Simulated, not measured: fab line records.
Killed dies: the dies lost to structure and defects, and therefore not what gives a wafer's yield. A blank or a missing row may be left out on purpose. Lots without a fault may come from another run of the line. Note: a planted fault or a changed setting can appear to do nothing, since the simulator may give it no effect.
Comparing a struck lot with a sound one | flow nand harc | 28 out of 1302 route steps
Sound: wafers L903.1, L903.2, L903.6. Struck: wafer L916.4 (left out: L916.3, L916.5 of the same lot, which were not struck); the cause appears at the end.
Order at every step that has rows: each side's tool, ch and its chambers, its first start. Under that, the readings that differ: sound wafers | struck wafers | difference of the means | sigmas: that difference in standard deviations of wafers without a fault.
alike: readings with means less than 2 such deviations apart, plus words and numbers identical on both sides. not compared: withheld readings, readings lacking a value on some wafer, bounds such as >300 that could conceal the same value, and numbers that have no deviation in the record and whose values overlap.
A row with sigmas, a row that says differs or no value, or rows on one side alone: a step with any of these is where the two part. Numbers that don't overlap but have no deviation are shown without sigmas and don't part them. A reading missing from all wafers of one side parts the sides only when that side holds two or more wafers.

first, 1 step without rows for these wafers: NHARC_A_M0_STRIP_19 (strips in post etch residue remover, time 600 s).
NHARC_A_M0_DEGAS_28: time 60 s.
  struck on pvd sputter-01, day 28 04:48; sound on pvd sputter-02, day 23 05:01
  alike: heater power w, susceptor temp C
then, 2 steps without rows for these wafers: NHARC_A_M0_PRE_CLEAN_29 (time 30 s); NHARC_A_M0_PVD_20 (deposits TaN, target thk 5 nm, time 8.06 s).
NHARC_A_M0_PVD_21: deposits Cu, target thk 30 nm, time 20.49 s.
  sound on pvd sputter-02; struck on pvd sputter-01
  alike: throttle valve pct
then, 1 step without rows for these wafers: NHARC_A_M0_ECD_22 (material Cu, target thk 400 nm).
NHARC_A_M0_ANNEAL_30: time 90 s.
  sound on rtp anneal-02 ch 0, day 23 05:45; struck on rtp anneal-02 ch 0, day 28 05:38
  alike: anneal temp c, wafer_temp_C_max
NHARC_A_M0_CMP_23: polishes, t overpolish 20 s, target thk 113.75 nm.
  sound on cmp-04 ch 1,2,3, day 23 06:06; struck on cmp-02 ch 2, day 28 05:53
  alike: motor current A, time to endpoint s
NHARC_A_M0_THK_MEAS_24: measures by xrf.
  struck on film metro-02, day 28 06:13; sound on film metro-01, day 23 06:25
  alike: thk nm
next, for these wafers, 1 step has no rows: NHARC_A_M0_SRD_25.
NHARC_A_M0_INSPECT_27:
  struck on defect inspect-01, day 28 06:22; sound on defect inspect-02, day 23 06:34
  alike: raw defect count
NHARC_A_M0_PRE_CLEAN_31: time 12 s.
  sound on pecvd-02 ch 0,2, day 23 06:38; struck on pecvd-02 ch 2, day 28 06:26
  reading              | sound                | struck | difference | sigmas
  susceptor temp C (C) | 370.02 369.71 369.64 | 370.19 | +0.40      | +2
  alike: heater power w
NHARC_A_M0_DEP_32: deposits SiCN, target thk 30 nm.
  sound on pecvd-02 ch 0,2, day 23 06:43; struck on pecvd-02 ch 2, day 28 06:33
  alike: heater power w, susceptor temp C
then, 10 steps without rows for these wafers: NHARC_A_M1_DEP_00 (deposits SiOC, target thk 182.5 nm); NHARC_A_M1_DEHYDRATE_01 (time 120 s); NHARC_A_M1_HMDS_02 (time 30 s); NHARC_A_M1_COAT_34 (time 65 s); NHARC_A_M1_COAT_03 (resist thk 90 nm); NHARC_A_M1_SOFTBAKE_04 (time 55 s); NHARC_A_M1_EBR_05; NHARC_A_M1_EXPOSE_06 (exposes mask A M1, target cd 120 nm); NHARC_A_M1_PEB_07 (peb time 65 s); NHARC_A_M1_DEVELOP_08 (develop time 35 s).
NHARC_A_M1_CD_MEAS_09 targets a cd of 120 nm.
  sound on cd sem-01 ch 0, day 23 07:56; struck on cd sem-01 ch 0, day 28 07:46
  reading    | sound             | struck | difference | sigmas
  cd nm (nm) | 119.5 119.2 120.0 | 121.5  | +1.9       | +3
NHARC_A_M1_OVL_MEAS_10: pitch 240 nm.
  struck on overlay-02, day 28 07:50; sound on overlay-02, day 23 08:02
  reading           | sound        | struck | difference | sigmas
  overlay x nm (nm) | 0.7 0.3 -0.2 | -1.4   | -1.7       | -2
  alike: overlay y nm
NHARC_A_M1_INSPECT_11:
  struck on defect inspect-02, day 28 07:53; sound on defect inspect-02, day 23 08:04
  reading          | sound     | struck | difference | sigmas
  raw defect count | 99 117 98 | 373    | +268       | +7
then, 1 step without rows for these wafers: NHARC_A_M1_DESCUM_14 (chemistry O2, time 3 s).
NHARC_END_SORT_01:
  sound on prober-02 ch 0, day 24 19:23; struck on prober-01 ch 0, day 29 21:37
  reading                  | sound          | struck | difference | sigmas
  defect limited yield (%) | 90.4 88.6 89.7 | 83.8   | -5.8       | -2
  killed at array          | 60 74 67       | 106    | +39        | +2
  killed dies              | 65 77 70       | 110    | +39        | +2
  alike: killed at other, killed at periphery, killed open, killed short

== WHERE THEY PART ==
First at NHARC_A_M0_PRE_CLEAN_31; last, within this record, at NHARC_END_SORT_01.

WHY: what had been put in by the simulator
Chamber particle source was pecvd-02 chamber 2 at NHARC_A_M0_PRE_CLEAN_31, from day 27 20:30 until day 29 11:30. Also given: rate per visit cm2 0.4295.
